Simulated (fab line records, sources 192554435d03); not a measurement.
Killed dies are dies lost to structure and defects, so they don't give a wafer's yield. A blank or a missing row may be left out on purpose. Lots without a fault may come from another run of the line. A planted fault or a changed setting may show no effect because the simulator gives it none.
fab line records | flow n5_finfet | part 2 of 2: steps 22 to 32 of 32
record lots=5 wafers=15 last_day=17
route steps=1938 shown FIN_CUT@175 STI_FIN_REVEAL@183
lots that met no fault: from a run of the same line without faults
start_h: hours from the record's first day to the start of the lot's first wafer shown | wait_h: hours since the lot's step before | " the same as in the row above | L1.1+2: a row that stands for several wafers | - no value, or no start given | * or withheld: withheld | < > ~ a bound
route shown NAME@n: a module of which the file shows steps, and the number in the route of the first | usual: mean/standard deviation of fault-free wafers | same: alike in all rows | chamber/n: place in a boat | sites: the reading at each site | _std_site: their standard deviation | _edge_site: outer sites' mean less inner sites' | radius_mm: how far each site lies from the wafer's centre | mask NAME#n: copy n | behind: the tool/chamber that last shaped the wafer | hold: why the lot was held/for how many hours/how that ended | device: the transistor (n, p or np) that didn't switch | end of line: the same wafers' tests at the end of the route | a step without rows: its recipe alone | killed: dies lost to structure and defects at the first sort, not the wafer's yield | map: a wafer's dies, x killed, . not, _ none there
set.NAME: the setting as run; set.NAME@STEP: as run at that earlier step | model.NAME: the simulator's own value behind a step, which no gauge read
lots at some steps of the route; a table a step, a row a wafer
services: from which hour (start_h, from the record's first day; less than 0 if before it) a tool's chamber was out of use, for how many hours, and why
## steps
# step N5_STI_FIN_REVEAL_RECESS_09
# recipe chemistry=HF/NH3 target=SiO2 afs_cycles=11 target_depth_a=425 temp_c=30 sublimation_temp_c=180 sublimation_time_s=60
# usual drypump_motor_current_A=5.6/0.37
# columns lot.wafer tool chamber start_h wait_h drypump_motor_current_A
L080.1 vapor_etch-02 0 69.16 0.0 5.2
L080.2 " 1 " " 5.2
L080.3 " 1 " " 5.2
L083.1 vapor_etch-02 1 89.61 0.0 5.2
L083.3 " 0 " " 5.2
L083.5 " 0 " " 5.2
L089.2 vapor_etch-02 0 126.06 0.0 5.2
L089.5 " 0 127.12 1.1 5.2
L089.6 " 1 " " 5.3
L093.2 vapor_etch-01 1 151.56 0.0 5.9
L093.3 " 0 " " 6.0
L093.5 " 0 " " 6.0
L097.4 vapor_etch-01 1 176.69 0.6 6.0
L097.5 " 0 " " 6.0
L097.6 " 1 " " 5.9
# step N5_STI_FIN_REVEAL_STRIP_16
# recipe chemistry=H3PO4 material=SiNx temp_c=165 target_depth_a=238 overetch_fraction=0.4964 dry=ipa_marangoni
# columns lot.wafer tool chamber start_h wait_h
L080.1+2+3 wet_bench-05 0,5,7 70.78 1.1
L083.1+3+5 wet_bench-04 2,1,4 91.23 1.1
L089.2+5+6 wet_bench-04 4,5,2 127.67 1.1
L093.2+3+5 wet_bench-04 6,2,5 153.18 1.1
L097.4+5+6 wet_bench-05 7,6,5 177.78 0.6
# step N5_STI_FIN_REVEAL_PRECLEAN_17
# recipe chemistry=NF3:NH3 afs_cycles=1 temp_c=30 time_s=20 sublimation_temp_c=180 sublimation_time_s=60 pressure_torr=3 rf_power_w=30
# columns lot.wafer tool chamber start_h wait_h
L080.1+2+3 remote_plasma-02 0 71.09 0.0
L083.1+3+5 remote_plasma-02 0 91.50 0.0
L089.2+5+6 remote_plasma-02 1 127.97 0.1
L093.2+3+5 remote_plasma-01 0 153.52 0.1
L097.4+5+6 remote_plasma-02 0 178.16 0.1
# step N5_STI_FIN_REVEAL_ETCH_34
# recipe chemistry=H2 mode=isotropic material=Si target=Si target_depth_a=9.7 temp_c=20 pressure_mtorr=4.5 icp_w=300 bias_w=0 h2_flow_sccm=7.5 he_flow_sccm=142.5
# usual chamber_pressure_mTorr=4.499/0.0039 drypump_motor_current_A=5.9/0.52 oes_product_au=1.000/0.012 throttle_valve_pct=25.7/0.38
# columns lot.wafer tool chamber start_h wait_h chamber_pressure_mTorr drypump_motor_current_A oes_product_au rf_hours_counter_h throttle_valve_pct
L080.1 rie_si-01 0 71.30 0.2 4.499 6.1 1.001 170 25.9
L080.2 " 1 " " 4.497 5.8 0.996 66 25.0
L080.3 " 2 " " 4.497 6.5 1.017 24 25.3
L083.1 rie_si-05 2 91.70 0.2 4.497 6.3 0.994 93 25.6
L083.3 " 3 " " 4.494 5.2 1.009 6 25.8
L083.5 " 0 " " 4.503 6.4 1.001 - 25.8
L089.2 rie_si-06 1 128.15 0.1 4.500 6.1 1.023 60 25.4
L089.5 " 0 " " 4.501 5.2 0.986 - 26.5
L089.6 " 1 " " 4.498 6.1 1.034 - 25.4
L093.2 rie_si-06 2 153.70 0.1 4.506 5.5 0.998 33 26.2
L093.3 " 3 " " 4.501 6.1 0.993 53 25.9
L093.5 " 0 " " 4.494 5.2 0.999 - 26.5
L097.4 rie_si-05 3 178.27 0.1 4.502 5.2 1.005 8 25.8
L097.5 " 3 " " 4.501 5.2 0.986 - 25.8
L097.6 " 2 " " 4.505 6.4 0.987 - 25.6
# step N5_STI_FIN_REVEAL_OXIDATION_31
# recipe chemistry=O2_PLASMA_REMOTE temp_c=150 time_s=20 pressure_mtorr=1000 source_power_w=2000 o2_flow_sccm=3000
# usual chamber_pressure_mTorr=999.8/0.98 drypump_motor_current_A=5.7/0.52 heater_power_w=137/15
# columns lot.wafer tool chamber start_h wait_h chamber_pressure_mTorr drypump_motor_current_A heater_power_w rf_hours_counter_h
L080.1 plasma_asher-01 0 71.36 0.0 998.9 5.2 122 33
L080.2 " 1 " " 999.6 5.7 156 33
L080.3 " 1 " " 999.8 5.7 154 -
L083.1 plasma_asher-01 0 91.76 0.0 998.7 5.2 122 37
L083.3 " 1 " " 999.0 5.7 154 -
L083.5 " 1 " " 1000.2 5.7 157 -
L089.2 plasma_asher-01 1 128.22 0.1 999.6 5.7 159 45
L089.5 " 0 " " 1000.2 5.3 121 -
L089.6 " 1 " " 999.2 5.7 156 -
L093.2 plasma_asher-01 0 153.76 0.0 1002.5 5.3 121 49
L093.3 " 0 " " 999.4 5.2 121 -
L093.5 " 1 " " 999.1 5.7 152 -
L097.4 plasma_asher-02 0 178.35 0.1 997.8 6.7 140 -
L097.5 " 1 " " 1000.0 5.2 135 -
L097.6 " 0 " " 998.5 6.7 141 -
# step N5_STI_FIN_REVEAL_PRECLEAN_32
# recipe chemistry=NF3:NH3 afs_cycles=1 temp_c=30 time_s=20 sublimation_temp_c=180 sublimation_time_s=60 pressure_torr=3 rf_power_w=30
# columns lot.wafer tool chamber start_h wait_h
L080.1+2+3 remote_plasma-01 1 71.44 0.1
L083.1+3+5 remote_plasma-01 0 91.85 0.1
L089.2+5+6 remote_plasma-02 0 128.33 0.1
L093.2+3+5 remote_plasma-02 1 153.87 0.1
L097.4+5+6 remote_plasma-02 0 178.51 0.1
# step N5_STI_FIN_REVEAL_STRIP_35
# recipe chemistry=H3PO4 material=Si3N4 temp_c=165 target_depth_a=40 time_s=39
# columns lot.wafer tool chamber start_h wait_h
L080.1+2+3 wet_bench-03 7,1,6 71.72 0.3
L083.1+3+5 wet_bench-03 0,4,2 92.06 0.2
L089.2+5+6 wet_bench-05 5,7,6 128.51 0.2
L093.2+3+5 wet_bench-04 5,4,3 154.05 0.2
L097.4+5+6 wet_bench-05 3,4,1 178.63 0.1
# step N5_STI_FIN_REVEAL_SRD_21
# recipe dry=ipa_marangoni time_s=30 temp_c=23 rinse_liquid=diw
# columns lot.wafer tool chamber start_h wait_h
L080.1+2+3 wet_bench-03 7,1,6 71.74 0.0
L083.1+3+5 wet_bench-03 0,4,2 92.07 0.0
L089.2+5+6 wet_bench-05 5,7,6 128.53 0.0
L093.2+3+5 wet_bench-04 5,4,3 154.06 0.0
L097.4+5+6 wet_bench-05 3,4,1 178.64 0.0
# step N5_STI_FIN_REVEAL_OXIDATION_33
# recipe chemistry=O2_PLASMA_REMOTE temp_c=150 time_s=20 pressure_mtorr=1000 source_power_w=2000 o2_flow_sccm=3000
# usual chamber_pressure_mTorr=1000.0/0.93 drypump_motor_current_A=5.7/0.61 heater_power_w=137/12
# columns lot.wafer tool chamber start_h wait_h chamber_pressure_mTorr drypump_motor_current_A heater_power_w rf_hours_counter_h
L080.1 plasma_asher-01 1 71.78 0.0 999.9 5.7 151 33
L080.2 " 0 " " 1001.5 5.3 121 33
L080.3 " 1 " " 999.8 5.7 155 -
L083.1 plasma_asher-01 1 92.22 0.1 999.9 5.8 154 38
L083.3 " 1 " " 999.1 5.7 154 -
L083.5 " 1 " " 1000.7 5.7 154 -
L089.2 plasma_asher-01 1 128.57 0.0 999.1 5.7 160 45
L089.5 " 1 " " 999.1 5.7 153 -
L089.6 " 0 " " 1001.0 5.2 120 -
L093.2 plasma_asher-01 0 154.11 0.0 999.4 5.3 120 49
L093.3 " 1 " " 999.1 5.7 158 -
L093.5 " 1 " " 1000.5 5.7 154 -
L097.4 plasma_asher-01 1 178.71 0.0 998.4 5.7 152 -
L097.5 " 1 " " 1000.7 5.8 154 -
L097.6 " 0 " " 999.6 5.2 120 -
# step N5_STI_FIN_REVEAL_CLEAN_19
# recipe chemistry=O3/DIW temp_c=25 time_s=120 o3_ppm=10
# columns lot.wafer tool chamber start_h wait_h
L080.1+2+3 wet_bench-04 5,0,4 71.87 0.1
L083.1+3+5 wet_bench-03 0,1,6 92.31 0.1
L089.2+5+6 wet_bench-04 6,0,5 128.66 0.1
L093.2+3+5 wet_bench-05 4,0,5 154.20 0.1
L097.4+5+6 wet_bench-03 2,1,4 178.77 0.0
# step N5_STI_FIN_REVEAL_SRD_23
# recipe dry=ipa_marangoni time_s=30 temp_c=23 rinse_liquid=diw
# columns lot.wafer tool chamber start_h wait_h
L080.1+2+3 wet_bench-04 5,0,4 71.90 0.0
L083.1+3+5 wet_bench-03 0,1,6 92.34 0.0
L089.2+5+6 wet_bench-04 6,0,5 128.70 0.0
L093.2+3+5 wet_bench-05 4,0,5 154.23 0.0
L097.4+5+6 wet_bench-03 2,1,4 178.81 0.0
## services
# columns tool chamber start_h hours kind
vapor_etch-02 - 40.62 10.0 pm
plasma_asher-01 - 40.87 2.2 repair
ald_sin-03 3 41.01 7.4 repair
cmp-03 - 43.37 4.0 pm
ald_sin-02 0 52.12 9.3 repair
cmp-03 - 53.33 6.9 pm
rie_si-04 2 54.09 3.4 repair
plasma_asher-01 - 56.11 12.3 repair
cmp-03 - 62.97 1.5 repair
vapor_etch-01 - 64.55 0.1 repair
ald_sin-01 0 75.08 15.8 repair
cmp-03 - 85.06 0.3 repair
ald_sin-01 - 86.57 14.0 pm
cmp-03 - 93.94 15.1 pm
rie_diel-03 - 95.44 6.3 repair
cmp-02 - 104.15 4.2 pm
rie_diel-04 1 111.29 4.4 repair
fcvd-01 - 118.10 1.5 repair
vapor_etch-02 - 134.11 19.1 repair
rie_diel-04 0 137.60 42.6 repair
rie_si-03 3 142.38 10.6 repair
rie_diel-01 2 164.28 2.8 repair
rie_diel-05 - 172.74 15.6 pm
ald_sin-02 - 176.75 14.0 pm
